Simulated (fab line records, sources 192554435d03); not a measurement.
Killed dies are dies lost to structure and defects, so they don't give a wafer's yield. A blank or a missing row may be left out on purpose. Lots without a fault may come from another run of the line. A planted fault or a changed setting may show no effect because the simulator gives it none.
Split-lot experiment | flow n5_finfet | 7 lots, 21 wafers read, on a route of 1938 steps

THE SPLIT
At N5_BEOL_M2_COAT_62 (time 60 s, resist thk 12 nm), the setting spin_rpm was moved away from the recipe's 1500 rpm on 7 of the 21 wafers read, by -8.5% to +8.6%. The other wafers ran this setting at the recipe's value.

The reading is taken at the split's own step.

THE READING
SiARC_of_BEOL_M2_COAT_62.thk_nm (the simulator's own value, which no gauge read), in nm, at N5_BEOL_M2_COAT_62 (time 60 s, resist thk 12 nm). The file gives no usual value for it.

wafer  | tool, chamber at the split | spin_rpm as run, rpm | against the recipe | SiARC_of_BEOL_M2_COAT_62.thk_nm, nm | against lot-mates on the recipe
L081.1 | litho_track-02, 0          | 1500                 | recipe             | 12                                  | -
L081.6 | litho_track-02, 0          | 1500                 | recipe             | 12                                  | -
L081.3 | litho_track-02, 0          | 1373                 | -8.5%              | 12.6                                | +0.6
L086.2 | litho_track-01, 0          | 1500                 | recipe             | 12                                  | -
L086.5 | litho_track-01, 0          | 1500                 | recipe             | 12                                  | -
L086.6 | litho_track-01, 0          | 1500                 | recipe             | 12                                  | -
L087.3 | litho_track-03, 0          | 1629                 | +8.6%              | 11.6                                | no lot-mate on the recipe
L087.5 | litho_track-03, 0          | 1629                 | +8.6%              | 11.6                                | no lot-mate on the recipe
L087.4 | litho_track-03, 0          | 1629                 | +8.6%              | 11.4                                | no lot-mate on the recipe
L093.1 | litho_track-01, 0          | 1565                 | +4.3%              | 11.8                                | -0.2
L093.3 | litho_track-01, 0          | 1565                 | +4.3%              | 11.8                                | -0.2
L093.4 | litho_track-01, 0          | 1500                 | recipe             | 12                                  | -
L094.2 | litho_track-02, 0          | 1500                 | recipe             | 12                                  | -
L094.3 | litho_track-02, 0          | 1500                 | recipe             | 12                                  | -
L094.4 | litho_track-02, 0          | 1500                 | recipe             | 12                                  | -
L095.1 | litho_track-01, 0          | 1500                 | recipe             | 12                                  | -
L095.3 | litho_track-01, 0          | 1500                 | recipe             | 12                                  | -
L095.4 | litho_track-01, 0          | 1599                 | +6.6%              | 11.6                                | -0.4
L097.1 | litho_track-03, 0          | 1500                 | recipe             | 12                                  | -
L097.2 | litho_track-03, 0          | 1500                 | recipe             | 12                                  | -
L097.4 | litho_track-03, 0          | 1500                 | recipe             | 12                                  | -

THE FIT
A straight line over all 21 wafers: SiARC_of_BEOL_M2_COAT_62.thk_nm changes by -0.0587 nm for each +1% of spin_rpm; r = -0.98; the points scatter about the line by 0.048 nm.
The same after taking each lot's own level away (the mean of its wafers on the recipe; 18 wafers): -0.0624 nm for each +1%; r = -0.99; scatter 0.028 nm.
On that fit, the largest move of spin_rpm shifts the reading by 0.54 nm.
The lots' own levels span 12.00 to 12.00 nm.
So the lot-to-lot level changes the slope little: the two slopes agree.
Check: with one of the wafers moved furthest among these (-8.5%) left out of the fit, the line predicts +0.461 nm for it against its lot-mates. It came out at +0.6 nm against them.

OTHER SPLITS ON THESE WAFERS
These wafers also went through other splits before the reading. Each is held against what the fit with the lots' levels taken away leaves over:
other split on the same wafers         | wafers away from the commonest value | r with SiARC_of_BEOL_M2_COAT_62.thk_nm (lot level and that fit taken away)
N5_MOL_CONTACT_COAG_EXPOSE_05 dose_mj  | 8                                    | -0.12
N5_BEOL_M0_SAQP_HM_DEP_02 target_thk_a | 5                                    | +0.12
N5_BEOL_M0_SAQP_COAT_82 spin_rpm       | 6                                    | +0.15
N5_BEOL_M0_SAQP_SPACER1_ALD_98 temp_c  | 8                                    | +0.08
N5_BEOL_M1_PECVD_72 time_s             | 11                                   | +0.02
N5_BEOL_M1_COAT_05 spin_rpm            | 7                                    | +0.13
N5_BEOL_M1_EXPOSE_25 dose_mj           | 8                                    | +0.32
N5_BEOL_M1_ETCH_70 source_w            | 4                                    | +0.19

THE FILE'S OWN FIT
SiARC_of_BEOL_M2_COAT_62.thk_nm changes by -0.0641 nm for each +1% of spin_rpm, r = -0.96.
